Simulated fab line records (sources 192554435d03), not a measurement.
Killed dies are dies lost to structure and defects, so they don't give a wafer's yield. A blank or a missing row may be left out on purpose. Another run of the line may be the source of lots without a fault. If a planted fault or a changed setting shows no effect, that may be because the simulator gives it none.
Which tool is to blame?	flow n5 finfet	32 wafers from 11 lots sampled at 3 of the route's 1938 steps

## WHAT EACH GAUGE READ, for each wafer
N5_BEOL_M7_THK_MEAS_53: measures by xrf.
lot	measured	on	M7_THK (nm)
L485	day 10 08:17	film metro-02	81.0 81.1 82.2
L486	day 11 07:34	film metro-01	75.2 75.2 75.5
L489	day 11 08:19	film metro-02	81.5 79.7 82.7
L490	day 11 16:15	film metro-02	79.7 77.6 79.0
L491	day 12 02:59	film metro-01	80.7 80.7 82.7
L492	day 12 03:58	film metro-01	80.6 83.0 80.7
L495	day 13 21:07	film metro-02	79.2 80.5 78.1
L496	day 13 21:21	film metro-01	80.6 80.7
L503	day 15 15:59	film metro-01	82.8 80.5 79.4
L504	day 15 21:01	film metro-01	82.2 79.4 77.7
L505	day 15 21:38	film metro-01	80.7 77.1 76.9

## WHAT TOOL EACH LOT RAN ON (gives the tool, then ch and the chambers of the sampled wafers, and finally the start)
lot	N5_BEOL_M7_SPUTTER_48	N5_BEOL_M7_ANNEAL_51
L485	pvd sputter-03, day 10 07:07	rtp anneal-02 ch 0, day 10 07:41
L486	pvd sputter-02, day 11 06:19	rtp anneal-01 ch 0, day 11 07:04
L489	pvd sputter-02, day 11 06:37	rtp anneal-01 ch 0, day 11 07:45
L490	pvd sputter-03, day 11 15:26	rtp anneal-02 ch 0, day 11 15:39
L491	pvd sputter-01, day 12 02:07	rtp anneal-02 ch 0, day 12 02:19
L492	pvd sputter-03, day 12 02:56	rtp anneal-01 ch 0, day 12 03:23
L495	pvd sputter-01, day 13 19:35	rtp anneal-02 ch 0, day 13 20:31
L496	pvd sputter-03, day 13 19:43	rtp anneal-01 ch 0, day 13 20:51
L503	pvd sputter-02, day 15 15:11	rtp anneal-02 ch 0, day 15 15:26
L504	pvd sputter-02, day 15 20:03	rtp anneal-01 ch 0, day 15 20:25
L505	pvd sputter-03, day 15 20:50	rtp anneal-01 ch 0, day 15 21:05
- N5_BEOL_M7_SPUTTER_48: material Cu, target thk 10 nm, time 1.667 s.
- N5_BEOL_M7_ANNEAL_51: time 90 s.

## WHAT THE TOOLS THEMSELVES READ (means of the sampled wafers that have a number; where no wafer has one, the mark that the record gives instead)
N5_BEOL_M7_SPUTTER_48.
lot	tool	bias v (V)	cathode dc power W (W)	throttle valve pct (%)
L485	pvd sputter-03	60.3	25998	30.2
L486	pvd sputter-02	60.8	26000	29.3
L489	pvd sputter-02	59.7	25997	28.7
L490	pvd sputter-03	59.7	26005	29.6
L491	pvd sputter-01	59.6	25996	31.0
L492	pvd sputter-03	60.8	26003	29.1
L495	pvd sputter-01	60.2	25999	30.7
L496	pvd sputter-03	59.9	26003	30.2
L503	pvd sputter-02	59.9	25997	29.1
L504	pvd sputter-02	60.0	26000	29.0
L505	pvd sputter-03	60.1	25996	29.7

N5_BEOL_M7_ANNEAL_51.
lot	tool	anneal temp c max	wafer_temp_C_max
L485	rtp anneal-02	226.6	226.13
L486	rtp anneal-01	225.5	225.64
L489	rtp anneal-01	225.6	226.14
L490	rtp anneal-02	226.5	225.88
L491	rtp anneal-02	226.4	225.95
L492	rtp anneal-01	225.4	225.84
L495	rtp anneal-02	226.4	225.68
L496	rtp anneal-01	225.6	225.88
L503	rtp anneal-02	226.4	225.85
L504	rtp anneal-01	225.8	226.29
L505	rtp anneal-01	225.9	225.93

## THE ANSWER, worked out from the rows above alone
Rule: the lots themselves supply what counts as usual. Put in order of their means at a reading, lots are off if they are a third of the lots or fewer, leave a main group of 4 or more, and stand apart from it by a gap of 3 or more times the standard deviation of the main group's means; of several such gaps the widest counts. Not used: any main group whose means are identical at the precision the tables above print for the reading. A lot without any number at a reading at which 4 lots or more have one is off too. Where the step has rows for the other lots, those lots are counted as sound. The gauges are gone through in route order, then the tools' own readings, and for those a lot's mean is taken as printed above. At the first step where some lot is off, the reading lying furthest off is the one used; lots without a number count as furthest.
No lot is off on any of the readings shown, so nothing can be concluded from this.

## WHAT THE SIMULATOR HAD INSERTED
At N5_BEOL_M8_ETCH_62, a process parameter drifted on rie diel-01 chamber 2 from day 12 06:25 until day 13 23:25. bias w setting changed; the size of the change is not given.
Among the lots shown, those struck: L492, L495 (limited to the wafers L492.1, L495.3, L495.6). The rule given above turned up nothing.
